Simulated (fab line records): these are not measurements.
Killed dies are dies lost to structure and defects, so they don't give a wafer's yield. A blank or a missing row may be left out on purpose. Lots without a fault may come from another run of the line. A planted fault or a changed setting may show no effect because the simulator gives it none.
Problem report in the 8D (eight disciplines) form, filled by code	flow nandHarc	the parts of the form that need people (team, actions taken, sign-off) are left out

## 1. PROBLEM STATEMENT
Wafers without a fault read 28, standard deviation 8.9; killedAtArray at NHARC_END_SORT_01 reads a mean of 260 on 4 wafers belonging to 2 lots. That puts it +26 standard deviations away from the usual mean.
The first sign was on wafer L940.1 at day 22 13:32, on prober-01. The record has a number at this step for 6 wafers belonging to 2 lots. Rule for "out" (also "out of limits"): further than 4 standard deviations from the usual mean. The rest of the wafers with a number are treated as sound.

## 2. WHAT THIS IS AND IS NOT
question	is	is not
which readings at this step	killedAtArray, killedDies	killedAtOther, killedAtPeriphery, killedOpen, killedShort
which lots	L937, L940	-
which wafers of those lots	L937.1, L937.6, L940.1, L940.2	L937.3, L940.4
read on which gauges	prober-01	-
when	from day 22 13:32	up to then (0 sound wafers); but 2 sound wafers of L937, L940 came after

## 3. WHAT RULES OUT EACH SUSPECT
Counting: any tool at a process step up to the reading remains a suspect provided it ran every lot that is out. Sound lots after the first of them don't rule it out here, since some wafers of a struck lot are sound.
- the gauge at NHARC_END_SORT_01: kept. All the wafers that are out were read on prober-01, and no step on other tools shows them out.
- pecvd-04 at NHARC_A_CHANNEL_HOLE_D1_DEP_01 (deposits SiON, target thk 140 nm): kept. It ran every lot that is out, first L937 (day 11 09:18).
- rtpAnneal-01 at NHARC_A_BONDPAD_ANNEAL_28 (time 90 s): kept. It ran every lot that is out, first L940 (day 21 06:44).
pecvd-04 at NHARC_A_CHANNEL_HOLE_D1_DEP_01, rtpAnneal-01 at NHARC_A_BONDPAD_ANNEAL_28 and prober-01 at NHARC_END_SORT_01 are what is left after counting.

## 4. THE CAUSE (what the simulator had put in)
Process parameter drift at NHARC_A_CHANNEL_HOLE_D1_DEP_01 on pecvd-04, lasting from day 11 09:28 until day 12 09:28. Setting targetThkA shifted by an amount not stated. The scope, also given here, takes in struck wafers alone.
Counting leaves 3 suspects; this tool is one of them.

## 5. THE CHAIN OF EFFECTS, in route order
Rows list readings where the struck wafers' mean (over those with a number) sits beyond 3 standard deviations from the usual. Scope: only readings with a usual standard deviation given in the record; hours: median across lots of the time from each lot's start at the first step in this table that gives one to its start at this step; sigmas: change in usual standard deviations.
hours	step	reading	usual	on struck wafers	change	sigmas
0	NHARC_END_SORT_01	killedAtArray	28	260	+232	+26
0	NHARC_END_SORT_01	killedDies	32	263	+231	+25

## 6. HOW IT WOULD HAVE BEEN CAUGHT EARLIER
268 hours passed between the start of the fault at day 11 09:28 and the first reading out of limits at a measuring or inspecting step in this record, taken at day 22 13:32.
No tool reading at NHARC_A_CHANNEL_HOLE_D1_DEP_01 that has a usual standard deviation in the record was out on any struck wafer, so an alarm limit of 4 standard deviations on those readings would not have fired.
Lots out: 2; all had begun NHARC_A_CHANNEL_HOLE_D1_DEP_01 on pecvd-04 by day 22 13:32. Had the tool been put on hold then, not one of them would have been saved.
